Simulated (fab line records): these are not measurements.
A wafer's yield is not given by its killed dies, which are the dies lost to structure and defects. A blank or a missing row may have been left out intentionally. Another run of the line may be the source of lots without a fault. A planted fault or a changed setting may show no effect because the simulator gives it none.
Chamber matching	flow n5_finfet	N5_BEOL_M11_DESCUM_16 on rie_diel-06: 3 sister chambers
The step chemistry O2, time 7.9 s. 6 wafers are shown with their chamber, then 4 later ones without.

WAFERS WITH THEIR CHAMBER
wafer	chamber	oes_product_au (a.u.)	throttle_valve_pct (%)
L076.4	3	0.78	20.45
L080.3	1	0.80	20.34
L079.3	1	0.82	20.34
L079.4	2	0.70	20.50
L079.6	3	0.78	20.45
L085.1	2	0.69	20.53

WAFERS WITHOUT THEIR CHAMBER
wafer	oes_product_au (a.u.)	throttle_valve_pct (%)
L094.2	0.78	20.38
L094.3	0.74	20.47
L095.1	0.68	20.55
L095.3	0.78	20.39

THE CHAMBER EACH PASSED THROUGH
wafer	from the rows above	in truth
L094.2	can't be placed: 1 or 3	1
L094.3	can't be placed: 3 or 2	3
L095.1	2	2
L095.3	can't be placed: 3 or 1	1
Correctly placed: 1 of 4. Can't be placed from these rows: 3 (the true chamber is among the candidates in 3). 0 placed wrongly.
How it was worked out, from the rows above alone: a wafer's distance from a chamber is the root of the sum, over the readings, of the square of ((its reading less the chamber's mean) divided by the reading's scatter). If the next closest chamber is less than 2 further off than the closest, the wafer can't be placed; otherwise it belongs to the closest. For every chamber, the mean is computed from those of its wafers that are shown. How the scatter is found: for the shown wafers, subtract from each reading the mean of its chamber, square and add these, divide the total by (wafers less chambers), then take the root.
